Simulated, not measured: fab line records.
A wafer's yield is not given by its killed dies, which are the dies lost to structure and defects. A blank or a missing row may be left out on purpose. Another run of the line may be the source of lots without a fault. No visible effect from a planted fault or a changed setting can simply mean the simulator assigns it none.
Chamber matching    flow n5 finfet    N5_BEOL_M0_SAQP_PECVD_03 on pecvd-03 has 3 sister chambers
The step deposits SiCN from 3MS/NH3, target thk 12 nm, time 21.1 s. 3 wafers are shown with their chamber, then 8 later ones without.

== WAFERS WITH THEIR CHAMBER ==
wafer   chamber  throttle valve pct (%)
L084.5  2        9.0
L086.1  1        10.2
L087.1  0        9.9

== WAFERS WITHOUT THEIR CHAMBER ==
wafer   throttle valve pct (%)
L087.2  10.3
L087.6  10.1
L094.1  9.4
L094.3  10.0
L094.4  10.1
L095.2  10.0
L095.3  9.9
L095.4  9.5

== THE CHAMBER EACH PASSED THROUGH ==
wafer   from the rows above           in truth
L087.2  can't be placed: 1 or 0       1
L087.6  can't be placed: 1 or 0       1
L094.1  can't be placed: 2 or 0 or 1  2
L094.3  can't be placed: 0 or 1       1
L094.4  can't be placed: 1 or 0       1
L095.2  can't be placed: 0 or 1       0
L095.3  can't be placed: 0 or 1       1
L095.4  can't be placed: 0 or 2 or 1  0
Correct placement for 0 of the 8. Can't be placed from these rows: 8 (the true chamber is among the candidates in 8). Wrongly placed: 0.
How it was worked out, from the rows above alone: a wafer's distance from a chamber is the root of the sum, over the readings, of the square of ((its reading less the chamber's mean) divided by the reading's scatter). If the next closest chamber is less than 2 further off than the closest, the wafer can't be placed; otherwise it belongs to the closest. A chamber's mean is the mean of its shown wafers. The scatter (one wafer shown for each chamber): square how far every hidden wafer sits from the nearest shown wafer, average those squares and take the square root.
